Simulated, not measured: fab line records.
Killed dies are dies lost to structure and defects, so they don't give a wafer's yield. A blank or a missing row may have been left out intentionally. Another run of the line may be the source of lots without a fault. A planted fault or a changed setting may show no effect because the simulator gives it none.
Matching of chambers | flow n5-finfet | 4 sister chambers for N5_STI_FIN_REVEAL_ALD_00 on ald-sin-02
The step deposits SiO2, target thk 1 nm, pulse time 1 s. 4 wafers are shown with their chamber, then 12 later ones without.

WAFERS, EACH WITH ITS CHAMBER
wafer  | chamber | heater-power-w (W)
L087.3 | 3       | 450
L088.1 | 1       | 458
L088.3 | 0       | 526
L088.5 | 2       | 431

WAFERS WITHOUT THEIR CHAMBER
wafer  | heater-power-w (W)
L089.1 | 448
L089.2 | 436
L089.5 | 459
L090.1 | 459
L090.3 | 463
L090.4 | 439
L091.1 | 531
L091.2 | 453
L091.5 | 422
L092.1 | 453
L092.2 | 451
L092.3 | 431

CHAMBER TAKEN BY EACH
wafer  | from the rows above     | in truth
L089.1 | can't be placed: 3 or 1 | 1
L089.2 | can't be placed: 2 or 3 | 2
L089.5 | can't be placed: 1 or 3 | 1
L090.1 | can't be placed: 1 or 3 | 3
L090.3 | can't be placed: 1 or 3 | 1
L090.4 | can't be placed: 2 or 3 | 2
L091.1 | 0                       | 0
L091.2 | can't be placed: 3 or 1 | 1
L091.5 | 2                       | 2
L092.1 | can't be placed: 3 or 1 | 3
L092.2 | can't be placed: 3 or 1 | 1
L092.3 | 2                       | 2
Correctly placed: 3 of 12. Unplaceable from these rows: 9, with the true chamber sitting among the candidates in 9. Placed wrongly: 0.
How it was worked out, from the rows above alone: a wafer's distance from a chamber is the root of the sum, over the readings, of the square of ((its reading less the chamber's mean) divided by the reading's scatter). If the next closest chamber is less than 2 further off than the closest, the wafer can't be placed; otherwise it belongs to the closest. For every chamber, the mean is computed from those of its wafers that are shown. The scatter: with one shown wafer a chamber, the root of the mean of the squares of how far each hidden wafer lies from its nearest shown one.
